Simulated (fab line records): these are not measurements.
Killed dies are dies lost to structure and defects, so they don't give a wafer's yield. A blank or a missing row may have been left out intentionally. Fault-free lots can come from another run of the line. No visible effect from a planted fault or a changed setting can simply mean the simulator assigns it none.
Chamber matching	flow n5 finfet	N5_FIN_CUT_ETCH_21 on rie diel-01 has 4 sister chambers
The step etches SOC in N2/H2, target depth 219 nm, overetch 43.8 nm, time 523.5 s. 16 wafers are shown with their chamber, then 8 later ones without.

== EACH WAFER AND ITS CHAMBER ==
wafer	chamber	showerhead plenum p Torr (Torr)	drypump motor current A (A)	throttle valve pct (%)
L078.1	0	2.53	5.0	17.95
L078.5	0	2.52	5.0	17.96
L078.6	3	2.68	5.6	17.66
L079.3	3	2.68	5.6	17.67
L079.5	0	2.52	5.0	17.95
L079.6	3	2.68	5.6	17.67
L084.1	0	2.52	4.9	17.98
L084.3	3	2.67	5.6	17.67
L084.5	3	2.67	5.6	17.67
L086.2	2	2.45	5.2	17.64
L086.4	0	2.52	4.9	17.98
L086.5	1	2.49	5.8	17.54
L088.2	1	2.49	5.8	17.54
L088.5	2	2.45	5.2	17.64
L088.6	1	2.49	5.8	17.55
L092.4	3	2.67	5.6	17.70

SIGNATURES (averages over the wafers above)
reading	chamber 0	chamber 1	chamber 2	chamber 3	scatter within a chamber
showerhead plenum p Torr	2.5220	2.4900	2.4500	2.6750	0.00438
drypump motor current A	4.960	5.800	5.200	5.600	0.0316
throttle valve pct	17.9640	17.5433	17.6400	17.6733	0.0126
Rule: for a wafer and a chamber, the distance is found by dividing, reading by reading, the gap between the wafer's reading and the chamber's mean by the reading's scatter, squaring, summing and taking the root. The wafer belongs to the nearest chamber; if the next one is less than 2 further off, it can't be placed. How the scatter is found: for the shown wafers, subtract from each reading the mean of its chamber, square and add these, divide the total by (wafers less chambers), then take the root.

== WAFERS WITHOUT THEIR CHAMBER ==
wafer	showerhead plenum p Torr (Torr)	drypump motor current A (A)	throttle valve pct (%)
L092.5	2.67	5.6	17.68
L092.6	2.45	5.2	17.64
L094.1	2.66	5.6	17.70
L094.4	2.45	5.2	17.65
L094.5	2.66	5.6	17.70
L097.2	2.48	5.8	17.58
L097.3	2.44	5.2	17.68
L097.5	2.51	5.0	17.50

== WHICH CHAMBER EACH WENT THROUGH ==
wafer	from the rows above	in truth
L092.5	3	3
L092.6	2	2
L094.1	3	3
L094.4	2	2
L094.5	3	3
L097.2	1	1
L097.3	2	2
L097.5	2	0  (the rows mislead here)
Correct placement for 7 of the 8. From these rows, 0 cannot be placed. Placed wrongly: 1.
